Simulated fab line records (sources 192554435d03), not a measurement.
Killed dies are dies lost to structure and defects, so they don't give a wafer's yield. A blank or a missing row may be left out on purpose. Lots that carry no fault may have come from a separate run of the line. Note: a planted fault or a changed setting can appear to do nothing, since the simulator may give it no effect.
fab line records	flow n5_finfet
record lots=24	wafers=72	last_day=20
route steps=1938 shown BEOL_M0_SAQP@678 BEOL_M0_CUTY@711 BEOL_M1@751
lots that met no fault: taken from a fault-free run of the same line
start_h: hours from the record's opening day to when the first of the lot's shown wafers began	wait_h: hours elapsed since this lot's preceding step	" identical to the entry in the row above	L1.1+2: several wafers, shown together as one row	- no value, or no start was given	* or withheld: withheld	< > ~ a bound
route shown NAME@n: NAME is a module with steps in the file, n the number in the route of the first one	usual: mean/standard deviation taken from wafers without a fault	same: alike in all rows	chamber/n: place in a boat	sites: each site's reading	_std_site: standard deviation across them	_edge_site: the outer-site mean with the inner-site mean subtracted	radius_mm: how far each site lies from the wafer's centre	mask NAME#n: copy n	behind: the last tool/chamber to shape the wafer	hold: reason for holding the lot/hours on hold/outcome of the hold	device: whichever transistor did not switch (one of n, p or np)	end of line: tests of these same wafers at the route's end	a step without rows: its recipe alone	killed: dies that structure and defects cost at the first sort, which is not the same as the wafer's yield	map: per-die view of a wafer (x killed, . not killed, _ where there is no die)
set.NAME: the run value of the setting; set.NAME@STEP: its run value at that earlier step	model.NAME: the simulator's own value behind a step, which no gauge read
steps of the route over a sample of lots; a table a step, a row a wafer
services: from which hour (start_h, from the record's first day; less than 0 if before it) a tool's chamber was out of use, for how many hours, and why
## steps
# step N5_BEOL_M0_SAQP_MANDREL2_REMOVE_110
# recipe chemistry=HBr/Cl2/O2	bt_time_s=10	target=a-Si	stop_on=SiCN	endpoint=OES-SiCl	over_etch_frac=1	icp_w=600	bias_w=30	HBr_flow_sccm=150	Cl2_flow_sccm=80	O2_flow_sccm=5	pressure_mtorr=10
# usual drypump_motor_current_A=5.8/0.45	oes_product_au=0.996/0.022	rf_fwd_power_W=596.6/2.4	throttle_valve_pct=36.5/0.32
lot.wafer	tool	chamber	start_h	wait_h	drypump_motor_current_A	oes_product_au	rf_fwd_power_W	rf_hours_counter_h	throttle_valve_pct
L074.4	rie_si-04	3	112.52	0.1	6.4	1.017	598.7	176	36.0
L074.5	"	0	"	"	6.1	1.025	599.0	-	36.9
L074.6	"	3	"	"	6.5	1.023	600.1	-	36.0
L075.2	rie_si-01	3	117.48	0.1	6.1	0.979	594.7	122	36.4
L075.4	"	1	"	"	5.4	0.995	592.3	113	36.6
L075.6	"	3	"	"	6.1	0.976	595.4	-	36.3
L076.1	rie_si-01	3	123.12	0.1	6.1	0.983	595.7	122	36.4
L076.2	"	1	"	"	5.4	0.992	596.0	113	36.6
L076.5	"	3	"	"	6.1	0.976	595.0	-	36.4
L077.1	rie_si-04	3	127.30	0.1	6.5	1.013	595.4	176	36.0
L077.3	"	0	"	"	6.1	1.030	601.5	157	36.9
L077.5	"	0	"	"	6.1	1.021	599.1	-	36.9
L078.2	rie_si-04	1	133.02	0.1	6.0	1.018	599.1	4	36.5
L078.4	"	3	"	"	6.4	1.020	594.9	176	36.0
L078.5	"	3	"	"	6.4	1.018	594.7	-	36.0
L079.1	rie_si-04	0	141.07	0.1	6.0	1.029	591.7	157	36.9
L079.2	"	1	"	"	6.0	1.007	597.0	4	36.5
L079.6	"	2	"	"	5.4	0.978	595.7	-	36.1
L080.1	rie_si-01	2	150.44	0.1	5.7	0.988	597.1	56	36.3
L080.3	"	1	"	"	5.4	0.976	595.0	114	36.6
L080.6	"	2	"	"	5.7	0.993	598.2	-	36.2
L081.3	rie_si-06	0	154.08	0.1	5.6	1.001	592.4	2	36.8
L081.4	"	3	"	"	5.1	0.979	597.9	182	37.0
L081.5	"	0	"	"	5.6	0.991	593.7	-	36.8
L082.2	rie_si-04	0	157.90	0.1	6.0	1.029	601.6	158	36.9
L082.3	"	1	"	"	6.0	1.025	597.1	4	36.5
L082.5	"	0	"	"	6.1	1.035	600.8	-	36.9
L083.1	rie_si-06	0	168.43	0.1	5.5	0.990	594.7	2	36.8
L083.5	"	2	"	"	5.0	1.006	598.6	-	36.5
L083.6	"	3	"	"	5.0	0.972	599.7	-	37.0
L084.1	rie_si-01	3	168.92	0.1	6.1	0.973	598.5	122	36.3
L084.3	"	2	"	"	5.7	1.008	600.6	57	36.2
L084.6	"	3	"	"	6.1	0.976	594.5	-	36.3
L085.1	rie_si-01	3	178.42	0.1	6.1	0.978	597.4	123	36.3
L085.2	"	1	"	"	5.4	0.987	593.7	114	36.6
L085.6	"	3	"	"	6.1	0.968	597.0	-	36.3
L086.3	rie_si-04	3	186.74	0.1	6.4	1.030	600.9	177	36.0
L086.4	"	2	"	"	5.4	0.986	594.8	167	36.1
L086.5	"	0	"	"	6.1	1.030	598.2	-	36.9
L087.3	rie_si-01	1	199.03	0.1	5.4	1.000	593.6	115	36.6
L087.5	"	3	"	"	6.1	0.978	599.4	-	36.3
L087.6	"	0	"	"	5.8	0.982	597.9	-	36.6
L088.1	rie_si-04	2	201.02	0.1	5.4	0.984	594.5	167	36.1
L088.2	"	3	"	"	6.4	1.020	597.7	177	36.0
L088.5	"	1	"	"	6.0	1.027	596.6	-	36.5
L089.1	rie_si-01	0	201.51	0.1	5.8	0.980	597.2	34	36.6
L089.3	"	3	"	"	6.1	0.970	600.3	123	36.4
L089.4	"	1	"	"	5.4	0.985	594.9	115	36.6
L090.2	rie_si-04	1	206.60	0.1	6.0	1.012	596.9	5	36.5
L090.3	"	2	"	"	5.4	0.986	594.6	167	36.1
L090.4	"	0	"	"	6.0	1.038	600.1	159	36.9
L091.3	rie_si-06	1	209.83	0.1	6.0	0.962	597.9	155	36.9
L091.5	"	2	"	"	4.9	1.001	600.3	-	36.6
L091.6	"	1	"	"	6.0	0.966	594.9	-	36.9
L092.2	rie_si-06	0	218.81	0.1	5.5	1.001	594.1	3	36.8
L092.5	"	2	"	"	4.9	1.010	595.9	-	36.5
L092.6	"	3	"	"	5.1	0.971	599.0	-	37.0
L093.1	rie_si-06	2	223.00	0.1	4.9	1.013	595.8	50	36.5
L093.4	"	1	"	"	6.0	0.965	595.7	155	36.9
L093.5	"	2	"	"	4.9	1.015	596.5	-	36.5
L094.1	rie_si-04	2	226.48	0.1	5.4	0.974	592.7	168	36.1
L094.5	"	0	"	"	6.1	1.022	596.8	-	36.9
L094.6	"	1	"	"	6.0	1.011	596.8	-	36.5
L095.2	rie_si-06	0	237.96	0.1	5.6	1.007	594.6	3	36.8
L095.3	"	1	"	"	6.0	0.967	600.8	156	36.9
L095.5	"	2	"	"	4.9	1.012	596.6	-	36.5
L096.1	rie_si-04	2	248.84	0.1	5.4	0.970	589.2	168	36.1
L096.3	"	0	"	"	6.1	1.012	598.9	159	36.9
L096.5	"	2	"	"	5.4	0.970	590.0	-	36.1
L097.1	rie_si-04	3	253.02	0.1	6.4	1.011	595.6	178	36.0
L097.2	"	1	"	"	6.0	1.004	594.0	6	36.5
L097.3	"	0	"	"	6.1	1.022	599.8	159	36.9
# step N5_BEOL_M0_CUTY_DESCUM_61
# recipe chemistry=O2	time_s=7.9	source_power_w=50	bias_power_w=20	pressure_mtorr=20	rf_frequency_hz=2.712e+07	temp_c=40	resist=CAR-ArF-block	o2_flow_sccm=225
# usual drypump_motor_current_A=5.7/0.39	o2_flow_sccm=225.1/0.66	oes_product_au=0.78/0.084	rf_fwd_power_W=49.36/0.25	rf_vpp_V=243.2/1.5	showerhead_plenum_p_Torr=2.09/0.087	temp_c=40.00/0.11	throttle_valve_pct=20.32/0.19
lot.wafer	tool	chamber	start_h	wait_h	drypump_motor_current_A	o2_flow_sccm	oes_product_au	rf_fwd_power_W	rf_hours_counter_h	rf_vpp_V	showerhead_plenum_p_Torr	temp_c	throttle_valve_pct
L074.4	rie_diel-01	3	114.73	0.3	4.9	225.9	0.91	49.51	32	246.1	2.23	39.75	20.17
L074.5	"	1	"	"	5.3	225.3	0.71	49.47	-	244.4	2.07	39.93	20.64
L074.6	"	2	"	"	6.4	224.6	0.94	49.62	-	246.1	2.24	39.89	20.30
L075.2	rie_diel-02	3	119.86	0.0	5.6	225.0	0.69	49.60	214	244.4	2.16	40.01	20.24
L075.4	"	1	"	"	5.7	225.9	0.80	49.23	112	241.9	2.02	40.16	20.23
L075.6	"	0	"	"	5.3	225.3	0.74	49.12	-	242.5	2.08	40.06	20.21
L076.1	rie_diel-02	1	125.32	0.0	5.7	224.5	0.79	48.91	114	242.9	2.01	40.00	20.23
L076.2	"	0	"	"	5.3	225.0	0.73	49.04	167	244.2	2.08	39.91	20.21
L076.5	"	0	"	"	5.3	224.4	0.73	49.09	-	241.7	2.08	39.92	20.20
L077.1	rie_diel-01	1	129.27	0.0	5.3	224.5	0.71	49.42	228	243.8	2.07	39.95	20.65
L077.3	"	2	"	"	6.4	225.2	0.91	49.76	28	245.4	2.24	40.05	20.28
L077.5	"	3	"	"	4.9	225.1	0.90	49.66	-	245.4	2.23	39.98	20.17
L078.2	rie_diel-01	3	134.97	0.0	4.9	226.6	0.88	49.16	39	244.3	2.22	39.91	20.16
L078.4	"	1	"	"	5.3	223.8	0.71	49.56	229	243.1	2.07	39.92	20.65
L078.5	"	1	"	"	5.3	224.0	0.72	49.40	-	242.6	2.07	39.90	20.67
L079.1	rie_diel-02	3	142.91	0.1	5.7	224.7	0.68	49.59	221	244.2	2.16	40.01	20.24
L079.2	"	2	"	"	5.9	224.5	0.70	49.17	210	242.9	1.98	39.99	20.63
L079.6	"	3	"	"	5.6	223.7	0.69	49.34	-	245.2	2.16	39.96	20.26
L080.1	rie_diel-02	2	152.86	0.4	5.9	226.1	0.70	49.28	214	243.0	1.98	39.96	20.63
L080.3	"	3	"	"	5.7	224.7	0.69	49.61	224	245.3	2.16	39.83	20.27
L080.6	"	3	"	"	5.7	224.9	0.68	49.71	-	243.4	2.16	40.01	20.25
L081.3	rie_diel-02	1	156.10	0.1	5.7	224.6	0.78	49.10	126	242.9	2.01	39.92	20.27
L081.4	"	2	"	"	5.9	225.7	0.70	49.29	215	241.7	1.98	40.10	20.64
L081.5	"	2	"	"	5.9	226.1	0.70	49.33	-	240.3	1.98	40.01	20.63
L082.2	rie_diel-01	3	160.53	0.0	4.9	226.0	0.87	49.39	48	245.2	2.22	39.88	20.18
L082.3	"	1	"	"	5.3	225.4	0.70	49.49	238	241.8	2.07	39.68	20.67
L082.5	"	1	"	"	5.3	226.7	0.70	49.59	-	243.0	2.07	39.79	20.68
L083.1	rie_diel-02	2	170.51	0.0	5.9	226.0	0.70	49.12	220	242.6	1.98	40.05	20.63
L083.5	"	2	"	"	5.9	225.0	0.70	49.38	-	241.5	1.98	39.97	20.65
L083.6	"	1	"	"	5.7	225.5	0.79	49.18	-	242.9	2.01	40.03	20.26
L084.1	rie_diel-04	3	171.01	0.0	5.8	225.2	0.75	49.16	153	242.9	2.07	40.04	20.12
L084.3	"	2	"	"	5.7	224.5	0.84	49.56	60	241.3	2.04	40.27	20.14
L084.6	"	1	"	"	6.4	225.3	0.71	49.45	-	244.2	2.13	39.90	20.50
L085.1	rie_diel-04	2	180.47	0.0	5.8	225.4	0.83	49.32	64	242.0	2.04	40.09	20.16
L085.2	"	3	"	"	5.8	225.6	0.73	49.45	158	242.1	2.07	39.88	20.13
L085.6	"	3	"	"	5.8	224.9	0.74	49.56	-	243.4	2.07	39.89	20.14
L086.3	rie_diel-04	2	189.11	0.0	5.7	225.7	0.84	49.29	68	241.7	2.03	40.10	20.15
L086.4	"	3	"	"	5.8	225.2	0.74	49.30	-	243.6	2.07	39.91	20.15
L086.5	"	0	"	"	5.7	224.6	0.92	49.60	-	244.6	2.22	39.91	20.11
L087.3	rie_diel-04	2	201.07	0.0	5.8	224.5	0.83	49.50	74	243.3	2.03	39.95	20.16
L087.5	"	2	"	"	5.8	226.5	0.84	49.55	-	243.0	2.03	39.83	20.17
L087.6	"	0	"	"	5.8	224.9	0.94	49.49	-	245.9	2.22	40.11	20.10
L088.1	rie_diel-02	3	203.18	0.0	5.6	225.2	0.68	49.55	241	244.1	2.15	40.20	20.29
L088.2	"	2	"	"	5.9	225.8	0.69	49.46	231	240.9	1.97	39.95	20.66
L088.5	"	3	"	"	5.6	225.6	0.67	49.52	-	246.2	2.15	40.19	20.30
L089.1	rie_diel-04	2	203.46	0.0	5.7	224.1	0.83	49.50	74	241.1	2.03	39.93	20.17
L089.3	"	0	"	"	5.7	225.1	0.92	49.50	27	244.6	2.21	40.03	20.12
L089.4	"	3	"	"	5.8	224.5	0.74	49.54	-	243.3	2.07	39.96	20.14
L090.2	rie_diel-01	0	208.79	0.0	4.9	224.2	0.72	49.40	207	243.2	2.09	39.94	20.65
L090.3	"	3	"	"	4.9	224.8	0.85	49.34	68	243.8	2.21	40.24	20.20
L090.4	"	0	"	"	4.9	224.9	0.72	49.51	-	243.2	2.09	39.82	20.65
L091.3	rie_diel-02	3	212.56	0.0	5.6	225.8	0.67	49.80	244	244.6	2.15	40.23	20.28
L091.5	"	2	"	"	5.9	224.9	0.69	49.20	-	240.7	1.97	39.96	20.67
L091.6	"	1	"	"	5.7	224.9	0.77	49.07	-	242.2	2.00	40.19	20.27
L092.2	rie_diel-04	3	221.42	0.6	5.8	225.1	0.72	49.59	177	242.8	2.07	39.97	20.16
L092.5	"	2	"	"	5.7	224.2	0.81	49.32	-	242.7	2.03	40.02	20.17
L092.6	"	0	"	"	5.7	224.9	0.89	49.74	-	245.3	2.21	39.95	20.12
L093.1	rie_diel-02	2	226.70	1.8	5.9	225.3	0.68	49.49	242	240.5	1.97	39.97	20.69
L093.4	"	1	"	"	5.7	225.0	0.77	48.89	-	241.8	2.00	40.05	20.29
L093.5	"	2	"	"	5.9	226.2	0.68	49.32	-	242.7	1.97	40.10	20.67
L094.1	rie_diel-02	1	229.13	0.9	5.7	224.7	0.77	49.11	152	241.0	2.00	40.06	20.30
L094.5	"	0	"	"	5.3	225.4	0.72	49.02	-	242.0	2.07	40.10	20.25
L094.6	"	2	"	"	5.9	224.5	0.68	49.27	-	240.8	1.97	39.88	20.70
L095.2	rie_diel-02	2	239.80	0.0	5.9	225.1	0.67	49.26	249	240.8	1.96	40.20	20.68
L095.3	"	0	"	"	5.3	224.6	0.71	48.97	210	242.7	2.06	39.90	20.26
L095.5	"	2	"	"	5.9	225.0	0.67	49.18	-	240.4	1.97	40.09	20.68
L096.1	rie_diel-01	0	251.25	0.3	4.9	224.6	0.72	49.19	217	243.1	2.08	40.04	20.67
L096.3	"	3	"	"	4.9	226.0	0.83	49.25	78	245.3	2.21	39.98	20.23
L096.5	"	1	"	"	5.3	225.5	0.93	49.53	-	242.7	2.06	40.08	20.34
L097.1	rie_diel-04	2	255.38	0.1	5.8	225.7	0.79	49.42	101	241.0	2.02	40.00	20.20
L097.2	"	1	"	"	6.4	226.7	0.71	49.72	237	243.9	2.13	39.97	20.50
L097.3	"	3	"	"	5.8	225.4	0.71	49.33	194	241.8	2.06	39.88	20.17
# step N5_BEOL_M1_ILD_DEP_00
# recipe material=SiOC	target_thk_a=790	temp_c=350	precursor=DEMS/O2	pressure_torr=5	rf_w=500	time_s=15.3
# usual heater_power_w=485/62	rf_fwd_power_W=493.7/2.4	showerhead_plenum_p_Torr=5.698/0.02	throttle_valve_pct=12.2/0.62
lot.wafer	tool	chamber	start_h	wait_h	heater_power_w	rf_fwd_power_W	showerhead_plenum_p_Torr	throttle_valve_pct
L074.4	pecvd-04	0	123.24	0.1	398	494.7	5.721	11.9
L074.5	"	1	"	"	460	493.5	5.673	12.9
L074.6	"	2	"	"	513	494.4	5.702	11.8
L075.2	pecvd-04	2	126.20	0.0	514	492.2	5.712	11.8
L075.4	"	1	"	"	492	491.3	5.660	13.3
L075.6	"	2	"	"	516	493.0	5.704	12.1
L076.1	pecvd-02	1	133.11	0.0	393	496.3	5.690	12.4
L076.2	"	2	"	"	471	494.4	5.702	11.3
L076.5	"	1	"	"	391	496.7	5.687	12.2
L077.1	pecvd-03	2	134.94	0.0	450	498.8	5.705	12.7
L077.3	"	1	"	"	527	495.2	5.705	12.2
L077.5	"	1	"	"	533	489.6	5.702	12.3
L078.2	pecvd-02	1	141.35	0.0	413	496.0	5.687	12.1
L078.4	"	2	"	"	522	494.3	5.697	11.4
L078.5	"	0	"	"	589	491.1	5.700	11.4
L079.1	pecvd-04	0	151.28	0.0	404	497.5	5.740	12.1
L079.2	"	2	"	"	546	493.4	5.706	12.0
L079.6	"	0	"	"	410	497.7	5.706	12.4
L080.1	pecvd-02	0	159.77	0.0	595	490.8	5.700	11.6
L080.3	"	1	"	"	368	495.5	5.692	12.2
L080.6	"	1	"	"	362	494.5	5.691	12.4
L081.3	pecvd-04	2	164.09	0.0	516	490.2	5.703	11.9
L081.4	"	1	"	"	418	494.6	5.675	13.0
L081.5	"	2	"	"	522	489.9	5.715	11.8
L082.2	pecvd-03	1	167.19	0.0	544	492.3	5.693	12.0
L082.3	"	0	"	"	481	494.0	5.705	11.7
L082.5	"	1	"	"	561	492.0	5.697	12.1
L084.1	pecvd-02	1	178.20	0.0	405	497.4	5.672	12.1
L084.3	"	0	"	"	581	491.1	5.704	11.6
L084.6	"	1	"	"	413	494.6	5.695	11.9
L083.1	pecvd-04	2	178.36	0.0	511	491.4	5.721	11.8
L083.5	"	2	"	"	507	491.7	5.715	12.0
L083.6	"	0	"	"	464	496.1	5.725	12.4
L085.1	pecvd-02	1	185.22	0.0	346	493.6	5.677	12.1
L085.2	"	2	"	"	537	495.6	5.690	11.2
L085.6	"	1	"	"	355	495.1	5.665	12.3
L086.3	pecvd-04	0	195.09	0.0	456	499.4	5.723	12.2
L086.4	"	0	"	"	464	500.2	5.722	12.3
L086.5	"	1	"	"	496	492.6	5.679	13.4
L087.3	pecvd-02	2	206.06	0.1	474	495.0	5.688	11.3
L087.5	"	1	"	"	399	495.2	5.680	12.4
L087.6	"	2	"	"	474	495.1	5.699	11.1
L089.1	pecvd-04	0	208.31	0.0	435	496.7	5.709	12.5
L089.3	"	1	"	"	439	494.9	5.676	13.1
L089.4	"	2	"	"	536	491.9	5.715	12.1
L088.1	pecvd-04	2	208.47	0.0	522	489.6	5.711	11.9
L088.2	"	1	"	"	483	490.3	5.684	13.6
L088.5	"	1	"	"	491	493.2	5.666	13.2
L090.2	pecvd-03	1	217.47	0.0	552	495.3	5.714	12.4
L090.3	"	0	"	"	551	491.5	5.703	12.0
L090.4	"	1	"	"	581	494.5	5.701	12.0
L091.3	pecvd-04	1	219.57	0.0	492	493.5	5.666	13.1
L091.5	"	0	"	"	478	496.7	5.728	12.3
L091.6	"	2	"	"	551	491.7	5.717	12.2
L092.2	pecvd-04	2	230.54	0.0	478	494.1	5.716	12.0
L092.5	"	2	"	"	491	492.8	5.711	12.3
L092.6	"	1	"	"	443	493.9	5.653	13.1
L093.1	pecvd-04	0	232.40	0.0	438	494.1	5.717	12.1
L093.4	"	2	"	"	503	492.4	5.701	12.1
L093.5	"	0	"	"	438	496.0	5.712	12.5
L094.1	pecvd-03	1	235.22	0.0	647	493.7	5.713	12.2
L094.5	"	0	"	"	495	488.4	5.710	11.9
L094.6	"	1	"	"	521	493.9	5.700	12.0
L095.2	pecvd-02	1	245.92	0.0	359	498.7	5.693	12.4
L095.3	"	2	"	"	531	495.7	5.705	11.4
L095.5	"	1	"	"	364	496.6	5.681	12.4
L096.1	pecvd-04	1	260.09	0.0	504	493.0	5.666	13.2
L096.3	"	1	"	"	499	494.9	5.688	13.1
L096.5	"	1	"	"	384	492.1	5.669	13.2
L097.1	pecvd-02	1	263.12	0.0	359	494.6	5.701	12.5
L097.2	"	2	"	"	520	493.9	5.678	11.3
L097.3	"	0	"	"	587	492.0	5.682	11.7
# step N5_BEOL_M1_THK_MEAS_01
# recipe reads=SiOC_of_BEOL_M1_ILD_DEP_00
# usual M1_ILD_THK=79.2/1.2
lot.wafer	tool	chamber	start_h	wait_h	M1_ILD_THK[nm]
L074.4	film_metro-01	-	123.29	0.0	80.2
L074.5	"	-	"	"	78.8
L074.6	"	-	"	"	80.4
L075.2	film_metro-01	-	126.26	0.1	79.1
L075.4	"	-	"	"	79.6
L075.6	"	-	"	"	79.9
L076.1	film_metro-02	-	133.17	0.0	78.8
L076.2	"	-	"	"	77.5
L076.5	"	-	"	"	79.4
L077.1	film_metro-01	-	135.00	0.0	77.5
L077.3	"	-	"	"	78.4
L077.5	"	-	"	"	79.7
L078.2	film_metro-02	-	141.42	0.1	79.6
L078.4	"	-	"	"	78.1
L078.5	"	-	"	"	79.8
L079.1	film_metro-01	-	151.35	0.0	76.8
L079.2	"	-	"	"	78.1
L079.6	"	-	"	"	78.5
L080.1	film_metro-01	-	159.83	0.0	79.1
L080.3	"	-	"	"	80.1
L080.6	"	-	"	"	81.7
L081.3	film_metro-01	-	164.16	0.1	79.4
L081.4	"	-	"	"	79.3
L081.5	"	-	"	"	81.0
L082.2	film_metro-02	-	167.26	0.1	77.5
L082.3	"	-	"	"	80.4
L082.5	"	-	"	"	80.8
L084.1	film_metro-01	-	178.27	0.0	80.0
L084.3	"	-	"	"	78.7
L084.6	"	-	"	"	81.1
L083.1	film_metro-01	-	178.43	0.0	80.2
L083.5	"	-	"	"	81.7
L083.6	"	-	"	"	80.1
L085.1	film_metro-01	-	185.30	0.1	79.1
L085.2	"	-	"	"	78.3
L085.6	"	-	"	"	81.5
L086.3	film_metro-02	-	195.16	0.1	77.0
L086.4	"	-	"	"	78.2
L086.5	"	-	"	"	78.5
L087.3	film_metro-01	-	206.13	0.1	79.5
L087.5	"	-	"	"	81.1
L087.6	"	-	"	"	79.7
L089.1	film_metro-01	-	208.38	0.0	78.7
L089.3	"	-	"	"	78.2
L089.4	"	-	"	"	80.2
L088.1	film_metro-01	-	208.54	0.0	79.1
L088.2	"	-	"	"	77.0
L088.5	"	-	"	"	78.4
L090.2	film_metro-01	-	217.55	0.1	78.2
L090.3	"	-	"	"	79.9
L090.4	"	-	"	"	79.4
L091.3	film_metro-01	-	219.64	0.1	77.0
L091.5	"	-	"	"	78.3
L091.6	"	-	"	"	80.5
L092.2	film_metro-01	-	230.61	0.1	78.4
L092.5	"	-	"	"	79.7
L092.6	"	-	"	"	78.3
L093.1	film_metro-02	-	232.47	0.0	78.2
L093.4	"	-	"	"	80.6
L093.5	"	-	"	"	78.9
L094.1	film_metro-01	-	235.30	0.1	79.3
L094.5	"	-	"	"	80.4
L094.6	"	-	"	"	79.9
L095.2	film_metro-01	-	245.99	0.1	79.8
L095.3	"	-	"	"	77.7
L095.5	"	-	"	"	81.0
L096.1	film_metro-02	-	260.17	0.1	76.5
L096.3	"	-	"	"	78.0
L096.5	"	-	"	"	78.0
L097.1	film_metro-02	-	263.19	0.0	79.9
L097.2	"	-	"	"	78.9
L097.3	"	-	"	"	79.3
# step N5_BEOL_M1_CD_MEAS_11
# recipe target_cd_nm=17.05	landing_energy_ev=500	detector=se_inlens	polarity=opening
# usual cd_nm=17.02/0.24
# same landing_energy_ev=500
lot.wafer	tool	chamber	start_h	wait_h	cd_nm
L074.4	cd_sem-03	0	124.45	-	16.93
L074.5	"	0	"	"	17.08
L074.6	"	0	"	"	17.13
L075.2	cd_sem-02	0	128.48	-	17.07
L075.4	"	0	"	"	17.19
L075.6	"	0	"	"	17.08
L076.1	cd_sem-03	0	134.28	-	16.92
L076.2	"	0	"	"	17.02
L076.5	"	0	"	"	16.71
L077.1	cd_sem-02	0	137.15	-	16.81
L077.3	"	0	"	"	17.36
L077.5	"	0	"	"	16.77
L078.2	cd_sem-03	0	143.34	-	17.15
L078.4	"	0	"	"	17.02
L078.5	"	0	"	"	16.94
L079.1	cd_sem-01	0	153.12	-	16.71
L079.2	"	0	"	"	17.32
L079.6	"	0	"	"	17.50
L080.1	cd_sem-01	0	163.02	-	16.75
L080.3	"	0	"	"	16.83
L080.6	"	0	"	"	16.67
L081.3	cd_sem-03	0	165.01	-	16.98
L081.4	"	0	"	"	17.15
L081.5	"	0	"	"	17.10
L082.2	cd_sem-02	0	168.17	-	17.09
L082.3	"	0	"	"	16.81
L082.5	"	0	"	"	17.11
L084.1	cd_sem-02	0	180.47	-	17.32
L084.3	"	0	"	"	16.87
L084.6	"	0	"	"	17.12
L083.1	cd_sem-02	0	180.51	-	16.60
L083.5	"	0	"	"	16.81
L083.6	"	0	"	"	17.17
L085.1	cd_sem-03	0	188.02	-	16.65
L085.2	"	0	"	"	16.91
L085.6	"	0	"	"	16.90
L086.3	cd_sem-02	0	195.97	-	17.12
L086.4	"	0	"	"	17.28
L086.5	"	0	"	"	17.24
L087.3	cd_sem-01	0	207.82	-	17.06
L087.5	"	0	"	"	16.98
L087.6	"	0	"	"	17.08
L089.1	cd_sem-02	0	211.26	-	17.06
L089.3	"	0	"	"	17.09
L089.4	"	0	"	"	17.07
L088.1	cd_sem-01	0	211.30	-	17.03
L088.2	"	0	"	"	17.16
L088.5	"	0	"	"	16.89
L090.2	cd_sem-01	0	219.06	-	17.20
L090.3	"	0	"	"	16.76
L090.4	"	0	"	"	17.01
L091.3	cd_sem-02	0	222.53	-	17.34
L091.5	"	0	"	"	17.35
L091.6	"	0	"	"	17.39
L092.2	cd_sem-03	0	232.65	-	17.16
L092.5	"	0	"	"	17.27
L092.6	"	0	"	"	17.22
L093.1	cd_sem-03	0	233.29	-	16.92
L093.4	"	0	"	"	16.93
L093.5	"	0	"	"	17.29
L094.1	cd_sem-03	0	236.60	-	17.12
L094.5	"	0	"	"	17.12
L094.6	"	0	"	"	16.68
L095.2	cd_sem-02	0	247.96	-	16.83
L095.3	"	0	"	"	17.28
L095.5	"	0	"	"	16.92
L096.1	cd_sem-03	0	261.85	-	17.13
L096.3	"	0	"	"	16.85
L096.5	"	0	"	"	16.55
L097.1	cd_sem-02	0	264.29	-	17.08
L097.2	"	0	"	"	16.60
L097.3	"	0	"	"	17.19
# step N5_BEOL_M1_INSPECT_13
# recipe mode=adi	inspect_instrument=brightfield
# usual raw_defect_count=445/120
lot.wafer	tool	chamber	start_h	wait_h	raw_defect_count
L074.4	defect_inspect-01	-	124.53	0.0	487
L074.5	"	-	"	"	394
L074.6	"	-	"	"	505
L075.2	defect_inspect-02	-	128.57	0.0	588
L075.4	"	-	"	"	678
L075.6	"	-	"	"	581
L076.1	defect_inspect-01	-	134.37	0.1	367
L076.2	"	-	"	"	368
L076.5	"	-	"	"	363
L077.1	defect_inspect-02	-	137.24	0.1	343
L077.3	"	-	"	"	615
L077.5	"	-	"	"	567
L078.2	defect_inspect-02	-	143.43	0.0	525
L078.4	"	-	"	"	492
L078.5	"	-	"	"	518
L079.1	defect_inspect-01	-	153.21	0.1	473
L079.2	"	-	"	"	480
L079.6	"	-	"	"	668
L080.1	defect_inspect-02	-	163.11	0.1	455
L080.3	"	-	"	"	376
L080.6	"	-	"	"	430
L081.3	defect_inspect-02	-	165.10	0.0	597
L081.4	"	-	"	"	423
L081.5	"	-	"	"	543
L082.2	defect_inspect-01	-	168.26	0.0	410
L082.3	"	-	"	"	389
L082.5	"	-	"	"	501
L084.1	defect_inspect-02	-	180.56	0.1	525
L084.3	"	-	"	"	446
L084.6	"	-	"	"	415
L083.1	defect_inspect-01	-	180.59	0.1	438
L083.5	"	-	"	"	525
L083.6	"	-	"	"	531
L085.1	defect_inspect-02	-	188.11	0.1	516
L085.2	"	-	"	"	462
L085.6	"	-	"	"	518
L086.3	defect_inspect-01	-	196.06	0.0	917
L086.4	"	-	"	"	688
L086.5	"	-	"	"	692
L087.3	defect_inspect-02	-	207.90	0.0	335
L087.5	"	-	"	"	496
L087.6	"	-	"	"	414
L089.1	defect_inspect-01	-	211.35	0.1	383
L089.3	"	-	"	"	430
L089.4	"	-	"	"	460
L088.1	defect_inspect-02	-	211.39	0.1	492
L088.2	"	-	"	"	710
L088.5	"	-	"	"	582
L090.2	defect_inspect-01	-	219.15	0.0	381
L090.3	"	-	"	"	419
L090.4	"	-	"	"	431
L091.3	defect_inspect-01	-	222.62	0.0	233
L091.5	"	-	"	"	269
L091.6	"	-	"	"	286
L092.2	defect_inspect-02	-	232.73	0.0	476
L092.5	"	-	"	"	388
L092.6	"	-	"	"	476
L093.1	defect_inspect-02	-	233.37	0.1	520
L093.4	"	-	"	"	471
L093.5	"	-	"	"	404
L094.1	defect_inspect-02	-	236.69	0.1	400
L094.5	"	-	"	"	431
L094.6	"	-	"	"	367
L095.2	defect_inspect-01	-	248.05	0.0	257
L095.3	"	-	"	"	359
L095.5	"	-	"	"	310
L096.1	defect_inspect-02	-	261.94	0.1	619
L096.3	"	-	"	"	397
L096.5	"	-	"	"	671
L097.1	defect_inspect-01	-	264.39	0.1	231
L097.2	"	-	"	"	405
L097.3	"	-	"	"	242
## services
tool	chamber	start_h	hours	kind
pecvd-02	-	105.74	2.8	pm
rie_si-01	1	107.74	7.3	repair
rie_diel-04	1	107.92	4.6	repair
rie_si-04	2	121.91	6.5	repair
pecvd-03	-	127.47	1.0	repair
pecvd-04	-	134.90	3.0	repair
rie_si-01	2	139.71	5.5	repair
pecvd-02	1	148.43	2.9	repair
rie_diel-04	2	158.20	4.0	repair
rie_si-01	-	160.32	2.8	pm
rie_diel-04	1	175.91	66.9	repair
pecvd-02	-	175.95	0.5	repair
rie_si-01	-	196.42	0.2	repair
pecvd-03	-	196.68	14.6	pm
pecvd-04	-	205.95	1.2	repair
rie_diel-01	-	218.42	14.6	pm
rie_diel-02	3	223.86	-	clean
rie_diel-02	3	223.86	-	consumable_replace:focus_ring
pecvd-04	1	238.99	5.5	scheduled_down
rie_diel-02	2	244.49	-	clean
rie_diel-02	2	244.49	-	consumable_replace:focus_ring
rie_diel-02	2	244.49	-	consumable_replace:showerhead
pecvd-04	0	258.60	5.5	scheduled_down
pecvd-03	-	262.15	0.7	repair
## key
fault none
